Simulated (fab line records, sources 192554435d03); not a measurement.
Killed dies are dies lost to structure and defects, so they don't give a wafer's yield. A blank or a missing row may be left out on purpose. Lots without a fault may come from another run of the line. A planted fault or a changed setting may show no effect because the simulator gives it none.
Split-lot experiment | flow n5_finfet | 7 lots, 21 wafers read, on a route of 1938 steps

THE SPLIT
At N5_HKMG_FIN_EXPOSE_09 (exposes mask NWFM), the setting dose_mj was moved away from the recipe's 39.25 on 8 of the 21 wafers read, by -4.9% to +5.0%. The other wafers ran this setting at the recipe's value.

FROM THE SPLIT TO THE READING: what the file shows between them, 2 steps
- N5_HKMG_FIN_PEB_10: peb time 60 s
- N5_HKMG_FIN_DEVELOP_11: develop time 30 s

THE READING
cd_nm, in nm, at N5_HKMG_FIN_CD_MEAS_12 (target cd 92.8 nm). Fault-free wafers of this fab line usually give 92.6 nm, standard deviation 0.5 nm.

wafer  | tool, chamber at the split | dose_mj as run | against the recipe | cd_nm, nm | against lot-mates on the recipe
L074.2 | arfi_scanner-01, 0         | 37.33          | -4.9%              | 89.3      | -3.4
L074.3 | arfi_scanner-01, 0         | 39.25          | recipe             | 92.6      | -
L074.6 | arfi_scanner-01, 0         | 39.25          | recipe             | 92.7      | -
L078.4 | arfi_scanner-03, 0         | 39.25          | recipe             | 92.6      | -
L078.5 | arfi_scanner-03, 0         | 39.25          | recipe             | 93.3      | -
L078.6 | arfi_scanner-03, 0         | 39.25          | recipe             | 92.9      | -
L080.1 | arfi_scanner-02, 0         | 39.25          | recipe             | 92.4      | -
L080.5 | arfi_scanner-02, 0         | 39.25          | recipe             | 91.7      | -
L080.6 | arfi_scanner-02, 0         | 41.12          | +4.8%              | 94.9      | +2.8
L081.3 | arfi_scanner-02, 0         | 39.25          | recipe             | 93.0      | -
L081.4 | arfi_scanner-02, 0         | 38.49          | -1.9%              | 91.1      | -1.9
L081.5 | arfi_scanner-02, 0         | 38.49          | -1.9%              | 91.7      | -1.3
L089.2 | arfi_scanner-01, 0         | 41.18          | +4.9%              | 96.2      | +3.5
L089.4 | arfi_scanner-01, 0         | 39.25          | recipe             | 92.6      | -
L089.5 | arfi_scanner-01, 0         | 39.25          | recipe             | 92.7      | -
L092.1 | arfi_scanner-03, 0         | 39.25          | recipe             | 91.7      | -
L092.3 | arfi_scanner-03, 0         | 41.06          | +4.6%              | 95.0      | +3.3
L092.5 | arfi_scanner-03, 0         | 41.06          | +4.6%              | 94.9      | +3.2
L095.1 | arfi_scanner-03, 0         | 39.25          | recipe             | 92.8      | -
L095.2 | arfi_scanner-03, 0         | 41.2           | +5.0%              | 95.8      | +3.0
L095.3 | arfi_scanner-03, 0         | 39.25          | recipe             | 92.9      | -

THE FIT
A straight line over all 21 wafers: cd_nm changes by +0.602 nm for each +1% of dose_mj; r = +0.96; the points scatter about the line by 0.46 nm.
The same after taking each lot's own level away (the mean of its wafers on the recipe; 21 wafers): +0.68 nm for each +1%; r = +0.99; scatter 0.25 nm.
On that fit, the largest move of dose_mj shifts the reading by 3.4 nm.
The lots' own levels span 91.70 to 93.00 nm, that is 2.6 times the standard deviation above.
So the lot-to-lot level changes the slope: the two fits differ.
Check: with one of the wafers moved furthest among these (+5.0%) left out of the fit, the line predicts +3.42 nm for it against its lot-mates. It came out at +2.95 nm against them.

OTHER SPLITS ON THESE WAFERS
These wafers also went through other splits before the reading. Each is held against what the fit with the lots' levels taken away leaves over:
other split on the same wafers          | wafers away from the commonest value | r with cd_nm (lot level and that fit taken away)
N5_ZERO_LAYER_PECVD_02 time_s           | 10                                   | +0.11
N5_ZERO_LAYER_DEVELOP_10 develop_time_s | 8                                    | -0.48
N5_FIN_SAQP_SPACER1_ALD_24 ald_cycles   | 5                                    | -0.27
N5_FIN_SAQP_ETCH_65 time_s              | 9                                    | +0.31
N5_SPACER0_ALD_00 ald_cycles            | 11                                   | +0.35
N5_ILD0_CMP_03 down_force_psi           | 7                                    | -0.05
N5_SDB_COAT_05 spin_rpm                 | 7                                    | +0.36
N5_HKMG_FIN_HK_ALD_01 ald_cycles        | 6                                    | -0.14
N5_HKMG_FIN_ALD_36 temp_c               | 8                                    | +0.22

THE FILE'S OWN FIT
cd_nm changes by +0.663 nm for each +1% of dose_mj, r = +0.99.
